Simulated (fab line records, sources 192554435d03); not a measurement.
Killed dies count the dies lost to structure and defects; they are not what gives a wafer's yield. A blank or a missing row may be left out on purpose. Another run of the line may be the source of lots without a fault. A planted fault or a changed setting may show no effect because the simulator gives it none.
fab line records + flow n5-finfet
[record]
- lots = 7
- wafers = 39
route steps=1938 shown BEOL_M11@1578 BEOL_M13@1706
start-h: the number of hours between the record's first day and the start of the first shown wafer of the lot + wait-h: hours elapsed since this lot's preceding step + " repeats the value in the row above + L1.1+2: several wafers, shown together as one row + - either no value or no given start + * or withheld: withheld + < > ~ a bound
route shown NAME@n: NAME is a module with steps in the file, n the number in the route of the first one + usual: the fault-free wafers' mean and standard deviation + same: alike in all rows + chamber/n: place in a boat + sites: the reading at each site + _std_site: standard deviation of those values + _edge_site: mean of outer sites minus mean of inner sites + radius-mm: for every site, how far away it sits from the centre of the wafer + mask NAME#n: copy n + behind: the last tool/chamber to shape the wafer + hold: cause of the lot's hold/its duration in hours/its outcome + device: which transistor (n, p or np) failed to switch + end of line: the same wafers' tests at the end of the route + for a step that has no rows: nothing shown but its recipe + killed: at the first sort, the dies lost to defects and structure; wafer yield is something else + map: shows each die of a wafer: x if killed, . if not, _ if none is there
set.NAME: the setting the step ran with; set.NAME@STEP: the setting that earlier step ran with + model.NAME: the simulator's own value behind a step, which no gauge read
lots whose settings were changed on purpose; a table a step, a row a wafer
[[steps]]
[step N5_BEOL_M11_TRENCH_ETCH_37]
[recipe]
- chemistry = C4F6/O2
- target-depth-a = 1488.3
- target = SiCOH_lowk
- time-s = 48
- ion-energy-ev = 250
- pressure-mtorr = 30
- source-w = 345
- bias-w = 185
- Ar_flow_sccm = 300
- C4F6_flow_sccm = 10
- O2_flow_sccm = 10
| lot.wafer | tool        | chamber | start-h | wait-h | set.time-s | model.etch.depth-nm | model.BEOL_M11.feature-depth-nm | model.TiN_of_BEOL_M11_HM_DEP_02.thk-nm |
|-----------|-------------|---------|---------|--------|------------|---------------------|---------------------------------|----------------------------------------|
| L078.1    | rie-diel-03 | 2       | -       | -      | 48         | 143.6               | 143.6                           | 15.8                                   |
| L078.2    | "           | 0       | "       | "      | 28.36      | 86.34               | 86.4                            | 18.2                                   |
| L078.3    | "           | 1       | "       | "      | 28.36      | 83.96               | 84                              | 17.8                                   |
| L078.4    | "           | 3       | "       | "      | 28.36      | 88.93               | 89                              | 17.8                                   |
| L078.5    | "           | 0       | "       | "      | 48         | 146.5               | 146.6                           | 16                                     |
| L078.6    | "           | 1       | "       | "      | 48         | 143.9               | 143.8                           | 16.4                                   |
| L080.1    | rie-diel-04 | 2       | -       | -      | 56.3       | 176.7               | 176.8                           | 15.4                                   |
| L080.2    | "           | 1       | "       | "      | 48         | 146.2               | 146.2                           | 16.2                                   |
| L080.3    | "           | 3       | "       | "      | 48         | 149.4               | 149.4                           | 16                                     |
| L080.4    | "           | 0       | "       | "      | 48         | 147.3               | 147.4                           | 16                                     |
| L080.5    | "           | 3       | "       | "      | 56.3       | 174.8               | 174.8                           | 15.4                                   |
| L080.6    | "           | 2       | "       | "      | 56.3       | 177.5               | 177.4                           | 15.2                                   |
| L079.1    | rie-diel-03 | 3       | -       | -      | 48         | 153.8               | 153.8                           | 16                                     |
| L079.2    | "           | 2       | "       | "      | 48         | 144                 | 144                             | 16                                     |
| L079.3    | "           | 0       | "       | "      | 48         | 147.3               | 147.4                           | 16.2                                   |
| L079.4    | "           | 3       | "       | "      | 48         | 153.1               | 153                             | 15.8                                   |
| L079.5    | "           | 2       | "       | "      | 48         | 146                 | 146                             | 16                                     |
| L079.6    | "           | 0       | "       | "      | 48         | 147.6               | 147.6                           | 16                                     |
| L089.3    | rie-diel-01 | 3       | -       | -      | 48         | 155                 | 155                             | 15.8                                   |
| L089.4    | "           | 0       | "       | "      | 48         | 151.8               | 151.8                           | 15.6                                   |
| L089.5    | "           | 1       | "       | "      | 48         | 150.6               | 150.6                           | 15.8                                   |
| L088.1    | rie-diel-04 | 1       | -       | -      | 33.68      | 101.7               | 101.8                           | 17.2                                   |
| L088.2    | "           | 3       | "       | "      | 33.68      | 103.8               | 103.8                           | 17.4                                   |
| L088.3    | "           | 0       | "       | "      | 48         | 152.6               | 152.6                           | 15.6                                   |
| L088.4    | "           | 2       | "       | "      | 48         | 148.6               | 148.6                           | 15.8                                   |
| L088.5    | "           | 3       | "       | "      | 48         | 148.3               | 148.4                           | 15.8                                   |
| L088.6    | "           | 2       | "       | "      | 33.68      | 105                 | 105                             | 17.2                                   |
| L090.1    | rie-diel-03 | 3       | -       | -      | 38.23      | 121.3               | 121.4                           | 16.6                                   |
| L090.2    | "           | 2       | "       | "      | 48         | 143.3               | 143.2                           | 16                                     |
| L090.3    | "           | 1       | "       | "      | 38.23      | 113.5               | 113.4                           | 17                                     |
| L090.4    | "           | 0       | "       | "      | 48         | 146.5               | 146.4                           | 15.6                                   |
| L090.5    | "           | 2       | "       | "      | 38.23      | 113.6               | 113.6                           | 17                                     |
| L090.6    | "           | 3       | "       | "      | 48         | 151.2               | 151.2                           | 15.8                                   |
| L095.1+6  | rie-diel-01 | 2       | -       | -      | 48         | 146.2               | 146.2                           | 16                                     |
| L095.2    | "           | 1       | "       | "      | 48         | 148.4               | 148.4                           | 16.2                                   |
| L095.3    | "           | 3       | "       | "      | 48         | 154.2               | 154.2                           | 15.8                                   |
| L095.4    | "           | 3       | "       | "      | 48         | 153.5               | 153.4                           | 16                                     |
| L095.5    | "           | 1       | "       | "      | 48         | 147.8               | 147.8                           | 16.4                                   |
[step N5_BEOL_M11_ETCH_41]
[recipe]
- chemistry = CH3F/O2
- target = SiCN
- target-depth-a = 426
- taper-deg = 2
- time-s = 86
- ion-energy-ev = 120
- mask-material = TiN
- pressure-mtorr = 30
- source-w = 395
- bias-w = 75
- Ar_flow_sccm = 150
- CH3F_flow_sccm = 30
- O2_flow_sccm = 20
[step N5_BEOL_M11_STRIP_77]
[recipe]
- chemistry = N2/H2
- time-s = 10
- power-w = 450
- temp-c = 40
- pressure-mtorr = 20
- rf-frequency-hz = 6e+07
- bias-power-w = 7
- n2-flow-sccm = 200
- h2-flow-sccm = 200
[step N5_BEOL_M11_OCD_MEAS_38]
[usual]
- trench-depth-nm = 148/3.2
| lot.wafer | tool   | chamber | start-h | wait-h | set.time-s@BEOL_M11_TRENCH_ETCH_37 | trench-depth-nm |
|-----------|--------|---------|---------|--------|------------------------------------|-----------------|
| L078.1    | ocd-01 | -       | 286.48  | -      | 48                                 | 143             |
| L078.2    | "      | -       | "       | "      | 28.36                              | 86              |
| L078.3    | "      | -       | "       | "      | 28.36                              | 84              |
| L078.4    | "      | -       | "       | "      | 28.36                              | 89              |
| L078.5    | "      | -       | "       | "      | 48                                 | 147             |
| L078.6    | "      | -       | "       | "      | 48                                 | 144             |
| L080.1    | ocd-02 | -       | 294.61  | -      | 56.3                               | 176             |
| L080.2    | "      | -       | "       | "      | 48                                 | 146             |
| L080.3    | "      | -       | "       | "      | 48                                 | 150             |
| L080.4    | "      | -       | "       | "      | 48                                 | 147             |
| L080.5    | "      | -       | "       | "      | 56.3                               | 175             |
| L080.6    | "      | -       | "       | "      | 56.3                               | 178             |
| L079.1    | ocd-01 | -       | 299.38  | -      | 48                                 | 154             |
| L079.2    | "      | -       | "       | "      | 48                                 | 144             |
| L079.3    | "      | -       | "       | "      | 48                                 | 147             |
| L079.4    | "      | -       | "       | "      | 48                                 | 153             |
| L079.5    | "      | -       | "       | "      | 48                                 | 146             |
| L079.6    | "      | -       | "       | "      | 48                                 | 147             |
| L089.3    | ocd-01 | -       | 344.32  | -      | 48                                 | 155             |
| L089.4    | "      | -       | "       | "      | 48                                 | 152             |
| L089.5    | "      | -       | "       | "      | 48                                 | 151             |
| L088.1    | ocd-02 | -       | 349.37  | -      | 33.68                              | 102             |
| L088.2    | "      | -       | "       | "      | 33.68                              | 104             |
| L088.3    | "      | -       | "       | "      | 48                                 | 153             |
| L088.4    | "      | -       | "       | "      | 48                                 | 148             |
| L088.5    | "      | -       | "       | "      | 48                                 | 149             |
| L088.6    | "      | -       | "       | "      | 33.68                              | 105             |
| L090.1    | ocd-02 | -       | 365.58  | -      | 38.23                              | 122             |
| L090.2    | "      | -       | "       | "      | 48                                 | 143             |
| L090.3    | "      | -       | "       | "      | 38.23                              | 114             |
| L090.4    | "      | -       | "       | "      | 48                                 | 147             |
| L090.5    | "      | -       | "       | "      | 38.23                              | 114             |
| L090.6    | "      | -       | "       | "      | 48                                 | 151             |
| L095.1    | ocd-02 | -       | 385.16  | -      | 48                                 | 146             |
| L095.2    | "      | -       | "       | "      | 48                                 | 148             |
| L095.3    | "      | -       | "       | "      | 48                                 | 154             |
| L095.4    | "      | -       | "       | "      | 48                                 | 153             |
| L095.5    | "      | -       | "       | "      | 48                                 | 148             |
| L095.6    | "      | -       | "       | "      | 48                                 | 146             |
[step N5_BEOL_M11_HM_STRIP_39]
[recipe]
- chemistry = peroxide-tin-strip
- material = TiN
- target-depth-a = 250
- temp-c = 50
- time-s = 158
[step N5_BEOL_M11_SRD_40]
[recipe]
- time-s = 30
- temp-c = 23
- rinse-liquid = diw
- dry = ipa-marangoni
[step N5_BEOL_M11_ECD_50]
[recipe]
- material = Cu
- target-thk-a = 3180
[step N5_BEOL_M11_ANNEAL_51]
[recipe]
- temp-c = 225
- time-s = 90
- ambient = N2
[step N5_BEOL_M11_CMP_52]
[recipe]
- stop-on = SiCOH_lowk
- t-overpolish-s = 7
- down-force-psi = 1
- platen-rpm = 50
- clearing-platen-down-force-psi = 1.5
- clearing-platen-rpm = 50
- post-cmp-clean = cu-alkaline
- target-thk-nm = 140
- clearing-platen-pad-velocity-m-s = 0.99484
- pad-velocity-m-s = 0.99484
| lot.wafer | tool   | chamber | start-h | wait-h | set.time-s@BEOL_M11_TRENCH_ETCH_37 | model.Cu_of_BEOL_M11_ECD_50.thk-nm |
|-----------|--------|---------|---------|--------|------------------------------------|------------------------------------|
| L078.1    | cmp-03 | 0       | 288.57  | 0.3    | 48                                 | 134.8                              |
| L078.4    | "      | 1       | "       | "      | 28.36                              | 80.2                               |
| L078.2    | "      | 2       | "       | "      | 28.36                              | 78.4                               |
| L078.3    | "      | 3       | "       | "      | 28.36                              | 74.2                               |
| L078.5    | "      | 0       | "       | "      | 48                                 | 137.8                              |
| L078.6    | "      | 1       | "       | "      | 48                                 | 135.8                              |
| L080.2    | cmp-02 | 0       | 297.43  | 0.2    | 48                                 | 136.6                              |
| L080.1    | "      | 1       | "       | "      | 56.3                               | 167.4                              |
| L080.4    | "      | 2       | "       | "      | 48                                 | 138.8                              |
| L080.3    | "      | 3       | "       | "      | 48                                 | 139.6                              |
| L080.6    | "      | 0       | "       | "      | 56.3                               | 168.4                              |
| L080.5    | "      | 1       | "       | "      | 56.3                               | 165.8                              |
| L079.3    | cmp-04 | 2       | 301.82  | 0.2    | 48                                 | 138.6                              |
| L079.4    | "      | 3       | "       | "      | 48                                 | 144.8                              |
| L079.2+5  | "      | 0,3     | "       | "      | 48                                 | 136.8                              |
| L079.1    | "      | 1       | "       | "      | 48                                 | 144.4                              |
| L079.6    | "      | 2       | "       | "      | 48                                 | 138.8                              |
| L089.4    | cmp-03 | 1       | 346.97  | 0.1    | 48                                 | 142.8                              |
| L089.3    | "      | 0       | "       | "      | 48                                 | 146.8                              |
| L089.5    | "      | 1       | "       | "      | 48                                 | 141.6                              |
| L088.4    | cmp-02 | 1       | 352.65  | 0.1    | 48                                 | 139.2                              |
| L088.2    | "      | 2       | "       | "      | 33.68                              | 95                                 |
| L088.3    | "      | 3       | "       | "      | 48                                 | 144.6                              |
| L088.1    | "      | 0       | "       | "      | 33.68                              | 93.6                               |
| L088.6    | "      | 1       | "       | "      | 33.68                              | 95.2                               |
| L088.5    | "      | 2       | "       | "      | 48                                 | 140.8                              |
| L090.1    | cmp-04 | 3       | 369.24  | 0.3    | 38.23                              | 113.8                              |
| L090.3    | "      | 0       | "       | "      | 38.23                              | 105.6                              |
| L090.4    | "      | 1       | "       | "      | 48                                 | 138.6                              |
| L090.2    | "      | 2       | "       | "      | 48                                 | 134.8                              |
| L090.5    | "      | 3       | "       | "      | 38.23                              | 106.6                              |
| L090.6    | "      | 0       | "       | "      | 48                                 | 144                                |
| L095.2    | cmp-03 | 1       | 388.25  | 0.2    | 48                                 | 141.8                              |
| L095.3    | "      | 2       | "       | "      | 48                                 | 146.8                              |
| L095.1    | "      | 3       | "       | "      | 48                                 | 137                                |
| L095.4    | "      | 0       | "       | "      | 48                                 | 145.6                              |
| L095.5    | "      | 1       | "       | "      | 48                                 | 140.4                              |
| L095.6    | "      | 2       | "       | "      | 48                                 | 139                                |
[step N5_BEOL_M11_THK_MEAS_53]
[recipe]
- thk-meas-gauge = xrf
- reads = Cu_of_BEOL_M11_ECD_50
[usual]
- M11_THK = 138/3.5
| lot.wafer | tool          | chamber | start-h | wait-h | set.time-s@BEOL_M11_TRENCH_ETCH_37 | M11_THK[nm] |
|-----------|---------------|---------|---------|--------|------------------------------------|-------------|
| L078.1    | film-metro-02 | -       | 288.86  | -      | 48                                 | 134         |
| L078.2    | "             | -       | "       | "      | 28.36                              | 78          |
| L078.3    | "             | -       | "       | "      | 28.36                              | 74          |
| L078.4    | "             | -       | "       | "      | 28.36                              | 80          |
| L078.5    | "             | -       | "       | "      | 48                                 | 137         |
| L078.6    | "             | -       | "       | "      | 48                                 | 135         |
| L080.1    | film-metro-02 | -       | 297.72  | -      | 56.3                               | 166         |
| L080.2    | "             | -       | "       | "      | 48                                 | 135         |
| L080.3    | "             | -       | "       | "      | 48                                 | 138         |
| L080.4    | "             | -       | "       | "      | 48                                 | 136         |
| L080.5    | "             | -       | "       | "      | 56.3                               | 164         |
| L080.6    | "             | -       | "       | "      | 56.3                               | 166         |
| L079.1    | film-metro-02 | -       | 302.12  | -      | 48                                 | 142         |
| L079.2    | "             | -       | "       | "      | 48                                 | 135         |
| L079.3    | "             | -       | "       | "      | 48                                 | 136         |
| L079.4    | "             | -       | "       | "      | 48                                 | 143         |
| L079.5    | "             | -       | "       | "      | 48                                 | 135         |
| L079.6    | "             | -       | "       | "      | 48                                 | 137         |
| L089.3    | film-metro-01 | -       | 347.27  | -      | 48                                 | 147         |
| L089.4    | "             | -       | "       | "      | 48                                 | 143         |
| L089.5    | "             | -       | "       | "      | 48                                 | 141         |
| L088.1    | film-metro-02 | -       | 352.95  | -      | 33.68                              | 92          |
| L088.2    | "             | -       | "       | "      | 33.68                              | 93          |
| L088.3    | "             | -       | "       | "      | 48                                 | 142         |
| L088.4    | "             | -       | "       | "      | 48                                 | 138         |
| L088.5    | "             | -       | "       | "      | 48                                 | 138         |
| L088.6    | "             | -       | "       | "      | 33.68                              | 94          |
| L090.1    | film-metro-02 | -       | 369.53  | -      | 38.23                              | 114         |
| L090.2    | "             | -       | "       | "      | 48                                 | 135         |
| L090.3    | "             | -       | "       | "      | 38.23                              | 106         |
| L090.4    | "             | -       | "       | "      | 48                                 | 139         |
| L090.5    | "             | -       | "       | "      | 38.23                              | 107         |
| L090.6    | "             | -       | "       | "      | 48                                 | 144         |
| L095.1    | film-metro-01 | -       | 388.55  | -      | 48                                 | 137         |
| L095.2    | "             | -       | "       | "      | 48                                 | 142         |
| L095.3    | "             | -       | "       | "      | 48                                 | 147         |
| L095.4    | "             | -       | "       | "      | 48                                 | 145         |
| L095.5    | "             | -       | "       | "      | 48                                 | 140         |
| L095.6    | "             | -       | "       | "      | 48                                 | 140         |
[step N5_BEOL_M11_PRE_CLEAN_55]
[recipe]
- gas = NH3
- time-s = 15
- temp-c = withheld
- rf-power-w = 300
[step N5_BEOL_M11_DEP_56]
[recipe]
- material = SiCN
- target-thk-a = 300
- temp-c = withheld
- precursor = 3MS/NH3
- pressure-torr = 3
- rf-w = 675
- time-s = 10.5
[step N5_BEOL_M11_RS_MEAS_57]
[recipe]
- thk-meas-gauge = four-point-probe
- reads = Cu_of_BEOL_M11_ECD_50+Co_of_BEOL_M11_CVD_75+TaN_of_BEOL_M11_ALD_74
[usual]
- M11_RS = 0.152/0.0041
| lot.wafer | tool          | chamber | start-h | wait-h | set.time-s@BEOL_M11_TRENCH_ETCH_37 | M11_RS[ohm/sq] |
|-----------|---------------|---------|---------|--------|------------------------------------|----------------|
| L078.1    | film-metro-02 | -       | 289.00  | 0.1    | 48                                 | 0.157          |
| L078.2    | "             | -       | "       | "      | 28.36                              | 0.293          |
| L078.3    | "             | -       | "       | "      | 28.36                              | 0.312          |
| L078.4    | "             | -       | "       | "      | 28.36                              | 0.283          |
| L078.5    | "             | -       | "       | "      | 48                                 | 0.154          |
| L078.6    | "             | -       | "       | "      | 48                                 | 0.156          |
| L080.1    | film-metro-02 | -       | 297.85  | 0.0    | 56.3                               | 0.124          |
| L080.2    | "             | -       | "       | "      | 48                                 | 0.155          |
| L080.3    | "             | -       | "       | "      | 48                                 | 0.151          |
| L080.4    | "             | -       | "       | "      | 48                                 | 0.153          |
| L080.5    | "             | -       | "       | "      | 56.3                               | 0.125          |
| L080.6    | "             | -       | "       | "      | 56.3                               | 0.123          |
| L079.1    | film-metro-01 | -       | 302.24  | 0.0    | 48                                 | 0.146          |
| L079.2    | "             | -       | "       | "      | 48                                 | 0.155          |
| L079.3    | "             | -       | "       | "      | 48                                 | 0.153          |
| L079.4    | "             | -       | "       | "      | 48                                 | 0.146          |
| L079.5    | "             | -       | "       | "      | 48                                 | 0.155          |
| L079.6    | "             | -       | "       | "      | 48                                 | 0.152          |
| L089.3    | film-metro-01 | -       | 347.39  | 0.0    | 48                                 | 0.143          |
| L089.4    | "             | -       | "       | "      | 48                                 | 0.148          |
| L089.5    | "             | -       | "       | "      | 48                                 | 0.149          |
| L088.1    | film-metro-01 | -       | 353.07  | 0.0    | 33.68                              | 0.238          |
| L088.2    | "             | -       | "       | "      | 33.68                              | 0.233          |
| L088.3    | "             | -       | "       | "      | 48                                 | 0.146          |
| L088.4    | "             | -       | "       | "      | 48                                 | 0.152          |
| L088.5    | "             | -       | "       | "      | 48                                 | 0.150          |
| L088.6    | "             | -       | "       | "      | 33.68                              | 0.233          |
| L090.1    | film-metro-01 | -       | 369.65  | 0.0    | 38.23                              | 0.190          |
| L090.2    | "             | -       | "       | "      | 48                                 | 0.158          |
| L090.3    | "             | -       | "       | "      | 38.23                              | 0.207          |
| L090.4    | "             | -       | "       | "      | 48                                 | 0.153          |
| L090.5    | "             | -       | "       | "      | 38.23                              | 0.205          |
| L090.6    | "             | -       | "       | "      | 48                                 | 0.147          |
| L095.1    | film-metro-01 | -       | 388.70  | 0.1    | 48                                 | 0.155          |
| L095.2    | "             | -       | "       | "      | 48                                 | 0.149          |
| L095.3    | "             | -       | "       | "      | 48                                 | 0.144          |
| L095.4    | "             | -       | "       | "      | 48                                 | 0.145          |
| L095.5    | "             | -       | "       | "      | 48                                 | 0.151          |
| L095.6    | "             | -       | "       | "      | 48                                 | 0.152          |
[step N5_BEOL_M13_SPUTTER_44]
[recipe]
- material = Ta
- target-thk-a = 100
- temp-c = 50
- bias-v = 80
- power-w = 15000
- chamber-pressure-pa = 0.07
- time-s = 16.13
| lot.wafer      | tool           | chamber | start-h | wait-h | set.target-thk-a | model.Ta_of_BEOL_M13_SPUTTER_44.thk-nm |
|----------------|----------------|---------|---------|--------|------------------|----------------------------------------|
| L078.1+2+3+5+6 | pvd-sputter-02 | -       | 304.44  | 0.0    | 100              | 10                                     |
| L078.4         | "              | -       | "       | "      | 100              | 10.2                                   |
| L080.1         | pvd-sputter-03 | -       | 305.91  | 0.0    | 46.97            | 5                                      |
| L080.2+5       | "              | -       | "       | "      | 100              | 10.2                                   |
| L080.3         | "              | -       | "       | "      | 100              | 10                                     |
| L080.4         | "              | -       | "       | "      | 46.97            | 4.6                                    |
| L080.6         | "              | -       | "       | "      | 46.97            | 4.8                                    |
| L079.1+5       | pvd-sputter-02 | -       | 310.24  | 0.0    | 145.3            | 14.6                                   |
| L079.2+4       | "              | -       | "       | "      | 100              | 10                                     |
| L079.3         | "              | -       | "       | "      | 145.3            | 14.4                                   |
| L079.6         | "              | -       | "       | "      | 100              | 9.8                                    |
| L089.3+4       | pvd-sputter-03 | -       | 361.04  | 0.0    | 100              | 9.8                                    |
| L089.5         | "              | -       | "       | "      | 100              | 10                                     |
| L088.1         | pvd-sputter-03 | -       | 366.09  | 0.0    | 52.7             | 5.2                                    |
| L088.2+5       | "              | -       | "       | "      | 52.7             | 5                                      |
| L088.3         | "              | -       | "       | "      | 100              | 10                                     |
| L088.4+6       | "              | -       | "       | "      | 100              | 9.8                                    |
| L090.1+5       | pvd-sputter-02 | -       | 380.32  | 0.0    | 100              | 10.2                                   |
| L090.2         | "              | -       | "       | "      | 100              | 10                                     |
| L090.3         | "              | -       | "       | "      | 154.6            | 15.8                                   |
| L090.4+6       | "              | -       | "       | "      | 154.6            | 15.4                                   |
| L095.1+2       | pvd-sputter-03 | -       | 403.18  | 0.0    | 128              | 13                                     |
| L095.3+4       | "              | -       | "       | "      | 100              | 10                                     |
| L095.5         | "              | -       | "       | "      | 100              | 10.2                                   |
| L095.6         | "              | -       | "       | "      | 128              | 12.6                                   |
[step N5_BEOL_M13_SPUTTER_45]
[recipe]
- material = Cu
- target-thk-a = 800
- temp-c = -20
- bias-v = 60
- power-w = 26000
- chamber-pressure-pa = 0.13
- time-s = 13.33
[step N5_BEOL_M13_ECD_47]
[recipe]
- material = Cu
- target-thk-a = 9360
[step N5_BEOL_M13_ANNEAL_48]
[recipe]
- temp-c = 225
- time-s = 90
- ambient = N2
[step N5_BEOL_M13_CMP_49]
[recipe]
- stop-on = SiOC
- t-overpolish-s = 17.1
- down-force-psi = 1
- platen-rpm = 50
- clearing-platen-down-force-psi = 1.5
- clearing-platen-rpm = 50
- post-cmp-clean = cu-alkaline
- target-thk-nm = 420
- clearing-platen-pad-velocity-m-s = 0.99484
- pad-velocity-m-s = 0.99484
[usual]
- barrier-field-endpoint-s = 30.3/0.68
| lot.wafer | tool   | chamber | start-h | wait-h | set.target-thk-a@BEOL_M13_SPUTTER_44 | barrier-field-endpoint-s |
|-----------|--------|---------|---------|--------|--------------------------------------|--------------------------|
| L078.3    | cmp-01 | 0       | 305.09  | 0.2    | 100                                  | 30.0                     |
| L078.1    | "      | 1       | "       | "      | 100                                  | 30.0                     |
| L078.4    | "      | 2       | "       | "      | 100                                  | 31.2                     |
| L078.2    | "      | 3       | "       | "      | 100                                  | 32.4                     |
| L078.6    | "      | 0       | "       | "      | 100                                  | 30.1                     |
| L078.5    | "      | 1       | "       | "      | 100                                  | 31.2                     |
| L080.1    | cmp-04 | 0       | 306.92  | 0.3    | 46.97                                | 24.7                     |
| L080.3    | "      | 1       | "       | "      | 100                                  | 30.0                     |
| L080.2    | "      | 2       | "       | "      | 100                                  | 29.9                     |
| L080.4    | "      | 3       | "       | "      | 46.97                                | 24.3                     |
| L080.6    | "      | 0       | "       | "      | 46.97                                | 24.8                     |
| L080.5    | "      | 1       | "       | "      | 100                                  | 30.2                     |
| L079.2    | cmp-01 | 2       | 310.93  | 0.2    | 100                                  | 31.0                     |
| L079.4    | "      | 3       | "       | "      | 100                                  | 32.3                     |
| L079.1    | "      | 0       | "       | "      | 145.3                                | 35.9                     |
| L079.3    | "      | 1       | "       | "      | 145.3                                | 35.2                     |
| L079.6    | "      | 2       | "       | "      | 100                                  | 31.3                     |
| L079.5    | "      | 3       | "       | "      | 145.3                                | 36.5                     |
| L089.4    | cmp-01 | 0       | 361.71  | 0.1    | 100                                  | 28.9                     |
| L089.3    | "      | 1       | "       | "      | 100                                  | 29.7                     |
| L089.5    | "      | 0       | "       | "      | 100                                  | 29.7                     |
| L088.2    | cmp-01 | 1       | 367.23  | 0.2    | 52.7                                 | 24.2                     |
| L088.1    | "      | 2       | "       | "      | 52.7                                 | 24.5                     |
| L088.3    | "      | 3       | "       | "      | 100                                  | 30.5                     |
| L088.4    | "      | 0       | "       | "      | 100                                  | 29.3                     |
| L088.6    | "      | 1       | "       | "      | 100                                  | 30.0                     |
| L088.5    | "      | 2       | "       | "      | 52.7                                 | 24.6                     |
| L090.2    | cmp-01 | 3       | 381.16  | 0.3    | 100                                  | 30.1                     |
| L090.4    | "      | 0       | "       | "      | 154.6                                | 36.3                     |
| L090.3    | "      | 1       | "       | "      | 154.6                                | 34.7                     |
| L090.1    | "      | 2       | "       | "      | 100                                  | 29.8                     |
| L090.5    | "      | 3       | "       | "      | 100                                  | 30.1                     |
| L090.6    | "      | 0       | "       | "      | 154.6                                | 35.7                     |
| L095.3    | cmp-02 | 1       | 403.84  | 0.2    | 100                                  | 29.9                     |
| L095.4    | "      | 2       | "       | "      | 100                                  | 30.9                     |
| L095.1    | "      | 3       | "       | "      | 128                                  | 34.8                     |
| L095.2    | "      | 0       | "       | "      | 128                                  | 33.5                     |
| L095.6    | "      | 1       | "       | "      | 128                                  | 33.7                     |
| L095.5    | "      | 2       | "       | "      | 100                                  | 30.9                     |
[[key]]
[split]
- step = N5_BEOL_M11_TRENCH_ETCH_37
- setting = time-s
- stated = 48
- by = wafer
[response]
- step = N5_BEOL_M11_TRENCH_ETCH_37
- reading = model.etch.depth-nm
- change = +1.49
- per = 1%
- r = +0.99
[response]
- step = N5_BEOL_M11_TRENCH_ETCH_37
- reading = model.BEOL_M11.feature-depth-nm
- change = +1.49
- per = 1%
- r = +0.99
[response]
- step = N5_BEOL_M11_TRENCH_ETCH_37
- reading = model.TiN_of_BEOL_M11_HM_DEP_02.thk-nm
- change = -0.0478
- per = 1%
- r = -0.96
[response]
- step = N5_BEOL_M11_OCD_MEAS_38
- reading = trench-depth-nm
- change = +1.49
- per = 1%
- r = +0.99
[response]
- step = N5_BEOL_M11_CMP_52
- reading = model.Cu_of_BEOL_M11_ECD_50.thk-nm
- change = +1.5
- per = 1%
- r = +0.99
[response]
- step = N5_BEOL_M11_THK_MEAS_53
- reading = M11_THK
- change = +1.49
- per = 1%
- r = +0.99
[response]
- step = N5_BEOL_M11_RS_MEAS_57
- reading = M11_RS
- change = -0.00298
- per = 1%
- r = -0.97
[split]
- step = N5_BEOL_M13_SPUTTER_44
- setting = target-thk-a
- stated = 100
- by = wafer
[response]
- step = N5_BEOL_M13_SPUTTER_44
- reading = model.Ta_of_BEOL_M13_SPUTTER_44.thk-nm
- change = +0.1
- per = 1%
- r = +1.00
[response]
- step = N5_BEOL_M13_CMP_49
- reading = barrier-field-endpoint-s
- change = +0.105
- per = 1%
- r = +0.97
